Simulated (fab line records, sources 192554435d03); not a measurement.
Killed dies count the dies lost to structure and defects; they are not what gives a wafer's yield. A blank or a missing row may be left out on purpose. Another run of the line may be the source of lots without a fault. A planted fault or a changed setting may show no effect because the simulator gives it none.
Which tool did it? + flow n5-finfet + Sampling: 11 lots, 33 wafers, 3 of 1938 route steps

WHAT EACH GAUGE READ, for each wafer
N5_MIM_TOP_LITHO_CD_MEAS_08: the cd target is 2000 nm.
| lot  | measured     | on        | cd-nm (nm)           |
|------|--------------|-----------|----------------------|
| L604 | day 11 18:34 | cd-sem-01 | 1998.5 2001.2 1999.1 |
| L606 | day 11 19:17 | cd-sem-01 | 2002.3 2003.1 2001.2 |
| L607 | day 12 06:56 | cd-sem-03 | 1999.1 1999.4 1998.4 |
| L609 | day 12 15:37 | cd-sem-02 | 2000.8 2000.3 2000.3 |
| L608 | day 12 18:00 | cd-sem-02 | 2002.2 2001.2 2000.1 |
| L611 | day 12 23:58 | cd-sem-02 | 1999.8 2001.5 2000.5 |
| L614 | day 14 07:55 | cd-sem-03 | 2004.1 1999.1 2001.4 |
| L615 | day 14 08:07 | cd-sem-02 | 1999.5 1999.2 2000.7 |
| L616 | day 14 16:26 | cd-sem-03 | 1945.7 2001.8 1959.5 |
| L626 | day 18 02:07 | cd-sem-01 | 1998.4 2000.5 1998.3 |
| L625 | day 18 03:47 | cd-sem-03 | 2000.5 2000.6 1999.6 |

EACH LOT AND THE TOOL THAT RAN IT (in order: tool; ch and the chambers of the sampled wafers; start)
| lot  | N5_MIM_TOP_ALD_01                           | N5_MIM_TOP_LITHO_EXPOSE_05        |
|------|---------------------------------------------|-----------------------------------|
| L604 | ald-hk-03 ch 0,1,3, day 11 18:24 or earlier | krf-scanner-02 ch 0, day 11 18:24 |
| L606 | ald-hk-01 ch 0,2,3, day 11 19:07 or earlier | krf-scanner-02 ch 0, day 11 19:07 |
| L607 | ald-hk-02 ch 1,2, day 12 06:45 or earlier   | krf-scanner-01 ch 0, day 12 06:45 |
| L609 | ald-hk-03 ch 1,2,3, day 12 15:26 or earlier | krf-scanner-01 ch 0, day 12 15:26 |
| L608 | ald-hk-02 ch 0,2, day 12 17:50 or earlier   | krf-scanner-02 ch 0, day 12 17:50 |
| L611 | ald-hk-02 ch 2,3, day 12 23:48 or earlier   | krf-scanner-01 ch 0, day 12 23:48 |
| L614 | ald-hk-03 ch 0,1,3, day 14 07:45 or earlier | krf-scanner-02 ch 0, day 14 07:45 |
| L615 | ald-hk-02 ch 0,1,2, day 14 07:56 or earlier | krf-scanner-02 ch 0, day 14 07:56 |
| L616 | ald-hk-02 ch 1,2,3, day 14 16:16 or earlier | krf-scanner-02 ch 0, day 14 16:16 |
| L626 | ald-hk-03 ch 1,2,3, day 18 01:56 or earlier | krf-scanner-01 ch 0, day 18 01:56 |
| L625 | ald-hk-02 ch 2,3, day 18 03:37 or earlier   | krf-scanner-01 ch 0, day 18 03:37 |
- N5_MIM_TOP_ALD_01: deposits HfO2, target thk 5.6 nm, pulse time 1 s, purge time 3 s.
- N5_MIM_TOP_LITHO_EXPOSE_05: exposes mask MIM TOP, target cd 2000 nm.

THE ANSWER, worked out from the rows above alone
Rule: usual is defined by the lots themselves. The widest of any qualifying gaps counts: lots, ordered by their means at a reading, are off when they make up no more than a third of the lots, leave a main group of 4 or more, and stand apart from it by 3 or more times the standard deviation of that group's means. The tables above print the reading to a certain number of digits; a main group whose means all agree to those digits is not used. Also off: a lot with no number at a reading for which 4 or more lots have one. The other lots that the step has rows for count as sound.
Off: L616, at N5_MIM_TOP_LITHO_CD_MEAS_08 (cd-nm). Mean 2000.4 nm and standard deviation 1 in the main group.
A tool fits if, at a process step before that reading, it ran every lot that is off, and no sound lot after the first of them. The gauges at N5_MIM_TOP_LITHO_CD_MEAS_08 are tried like those tools. N5_MIM_TOP_ALD_01 gives no start for some lots, so the hours and the order of its lots are those of N5_MIM_TOP_LITHO_EXPOSE_05. One fits: krf-scanner-02 at N5_MIM_TOP_LITHO_EXPOSE_05. A fault onset in the window from L615 (day 14 07:56, its last sound lot) to L616 (day 14 16:16, its first lot off) fits.

WHAT THE SIMULATOR PUT IN
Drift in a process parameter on krf-scanner-02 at N5_MIM_TOP_LITHO_EXPOSE_05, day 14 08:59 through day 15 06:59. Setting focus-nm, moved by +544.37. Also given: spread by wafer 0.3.
Shown lots that were struck: L616. The same result came from the rule above.
